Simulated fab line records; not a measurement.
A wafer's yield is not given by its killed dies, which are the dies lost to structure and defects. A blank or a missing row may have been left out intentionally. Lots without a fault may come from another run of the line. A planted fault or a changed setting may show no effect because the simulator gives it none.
Struck lot and sound lot, side by side / flow n5 finfet / 42 out of 1938 route steps
Sound: these wafers, L697.4, L697.5, L697.6. Struck: wafers L717.1, L717.3, L717.5. Last of all comes the cause.
Order at every step that has rows: each side's tool, ch and its chambers, its first start. Under that, the readings that differ: sound wafers / struck wafers / difference of the means / sigmas: that difference in standard deviations of wafers without a fault.
alike: same words and numbers on both sides, and readings whose means sit less than 2 such deviations apart. not compared: any withheld reading, any reading some wafer has no value for, any bound like >300 that may hide the same value, and any number with overlapping values for which the record gives no deviation.
A row with sigmas, a row that says differs or no value, or rows on one side alone: a step with any of these is where the two part. Non-overlapping numbers with no deviation appear without sigmas and do not part them. A reading missing from all wafers of one side parts the sides only when that side holds two or more wafers.

first, 12 steps without rows for these wafers: N5_SD_EPI_N_STRIP_36 (strips in N2/H2); N5_SD_EPI_N_ETCHBACK_44 (etches SiNx in CH3F/O2, stops on SiO2, target depth 14.5 nm); N5_SD_EPI_N_ETCH_45 (etches SiOCN in CH3F/O2, target depth 6 nm); N5_SD_EPI_N_ETCH_16 (etches SiO2 in CHF3/O2, target depth 5 nm); N5_SD_EPI_N_STRIP_47 (strips in CHF3/O2); N5_SD_EPI_N_SD_RECESS_17 (chemistry HBr/Cl2/O2, target depth 41 nm, time 23.7 s, bt time 3 s); N5_SD_EPI_N_STRIP_38 (strips in N2/H2); N5_SD_EPI_N_WET_ETCH_43 (etches SiO2 in dHF, time 14 s, target depth 1.5 nm); N5_SD_EPI_N_STRIP_18 (strips in SPM, time 750 s); N5_SD_EPI_N_SRD_20 (time 30 s); N5_SD_EPI_N_PRECLEAN_48 (cleans in NF3:NH3, afs cycles 2, time 20 s, sublimation time 60 s); N5_SD_EPI_N_VAPOR_ETCH_50 (etches Si in HCl, time 54 s).
N5_SD_EPI_N_EPI_21: deposits Si:P, time 690 s.
  sound on epi rpcvd-04 ch 0, day 3 11:40; struck on epi rpcvd-04 ch 0, day 8 09:40
reading=susceptor temp C (C); sound=680.5 680.6 680.0; struck=673.9 674.3 674.1; difference=-6.3; sigmas=-20
reading=susceptor_temp_C_max; sound=681.9 682.0 681.3; struck=675.0 676.2 675.5; difference=-6.2; sigmas=-8
reading=model.Si-P_of_SD_EPI_N_EPI_21.thk nm (nm); sound=58.8 57.6 58.6; struck=54 53.6 54; difference=-4; sigmas=
  alike: chamber pressure Torr
N5_SD_EPI_N_EPI_MEAS_23:
  struck on film metro-01, day 8 11:23; sound on film metro-02, day 3 12:49
reading=thk nm (nm); sound=60.3 58.8 58.4; struck=53.7 54.2 54.2; difference=-5.1; sigmas=-4
then, 24 steps without rows for these wafers: N5_SD_EPI_N_PRECLEAN_24 (cleans in O3/DIW, time 60 s); N5_SD_EPI_N_SRD_25 (time 30 s); N5_SD_EPI_N_PRECLEAN_49 (cleans in NF3:NH3, afs cycles 1, time 20 s, sublimation time 60 s); N5_SD_EPI_N_LINER_46 (material SiNx, target thk 3 nm); N5_SD_EPI_P_COAT_34 (time 60 s, resist thk 350 nm); N5_SD_EPI_P_COAT_35 (time 60 s, resist thk 35 nm); N5_SD_EPI_P_COAT_03 (resist thk 150 nm); N5_SD_EPI_P_EBR_05; N5_SD_EPI_P_SOFTBAKE_04 (time 60 s); N5_SD_EPI_P_EXPOSE_06 (exposes mask SD P BLK, target cd 240 nm); N5_SD_EPI_P_PEB_07 (peb time 60 s); N5_SD_EPI_P_DEVELOP_08 (develop time 30 s); N5_SD_EPI_P_DESCUM_14 (chemistry O2, time 7.9 s); N5_SD_EPI_P_ETCH_36 (etches SiARC in CF4, target depth 45.5 nm, time 75.8 s); N5_SD_EPI_P_ETCH_37 (etches SOC in N2/H2, overetch 108 nm, time 486 s); N5_SD_EPI_P_STRIP_38 (strips in N2/H2); N5_SD_EPI_P_ETCHBACK_46 (etches SiNx in CH3F/O2, stops on SiO2, target depth 17.5 nm); N5_SD_EPI_P_ETCH_47 (etches SiOCN in CH3F/O2, target depth 25 nm); N5_SD_EPI_P_ETCH_16 (etches SiO2 in CHF3/O2, target depth 5 nm); N5_SD_EPI_P_STRIP_50 (strips in CHF3/O2); N5_SD_EPI_P_SD_RECESS_17 (chemistry HBr/Cl2/O2, target depth 39.1 nm, bt time 3 s); N5_SD_EPI_P_WET_ETCH_45 (etches SiO2 in dHF, time 10.7 s, target depth 2 nm, rinse time 30 s); N5_SD_EPI_P_STRIP_40 (strips in N2/H2); N5_SD_EPI_P_PRECLEAN_52 (cleans in O3/DIW, time 60 s).
N5_SD_ACTIVATION_RS_MEAS_03: measurement is done with a four-point probe.
  struck on film metro-02, day 8 16:40; sound on film metro-01, day 3 18:29
reading=RS_SD_N (ohm/sq); sound=22.07 22.52 22.14; struck=23.34 23.77 23.67; difference=+1.35; sigmas=+5
  alike: RS_SD_P
N5_MOL_CONTACT_COAG_ETCH_15: etches SiNx in CH3F/O2, stops on Si:P, target depth 7 nm.
  sound on rie diel-03 ch 0,1,3, day 5 03:26; struck on rie diel-01 ch 0,1, day 9 22:23
reading=chamber pressure mTorr (mTorr); sound=29.99 30.05 30.00; struck=30.03 29.99 30.22; difference=+0.07; sigmas=+2
reading=oes product au (a.u.); sound=0.54 0.51 0.53; struck=0.62 0.66 0.66; difference=+0.12; sigmas=+2
reading=throttle valve pct (%); sound=16.25 16.21 16.64; struck=16.09 15.79 15.78; difference=-0.48; sigmas=-2
reading=model.Si-P_of_SD_EPI_N_EPI_21.thk nm (nm); sound=58 56.8 57.8; struck=53.2 53 53.2; difference=-4.4; sigmas=
  alike: drypump motor current A, rf vpp V, showerhead plenum p Torr
  not compared: rf hours counter h
-- a jump in the record: the struck wafers' starts before and after are 4 days apart (it breaks off in module MOL_CONTACT_COAG and resumes in module BEOL_M4, where the first step shown is number 1111 of the route) --
N5_BEOL_M4_RC_MEAS_101:
  sound on prober-01 ch 0, day 8 00:20; struck on prober-02 ch 0, day 13 12:50
reading=ION_P (uA/um); sound=475 470 473; struck=460 454 462; difference=-14; sigmas=-2
reading=RS_SD_N (ohm/sq); sound=28.9 29.4 28.9; struck=30.7 30.9 31.1; difference=+1.8; sigmas=+5
reading=VT_P (mV); sound=-245 -248 -246; struck=-253 -257 -254; difference=-8; sigmas=-2
  alike: DIBL_N, DIBL_P, IOFF_N, IOFF_P, ION_N, SS_N, SS_P, VT_N
N5_PASSIVATION_PROBE_49:
  the record has rows for the sound wafers here (prober-02, day 12 04:07) and none for the struck ones

## WHERE THEY PART
At N5_SD_EPI_N_EPI_21 first; at N5_PASSIVATION_PROBE_49 last (within this record only).

WHY: what the simulator had put in
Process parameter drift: epi rpcvd-04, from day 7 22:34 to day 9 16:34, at N5_SD_EPI_N_EPI_21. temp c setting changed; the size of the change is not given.
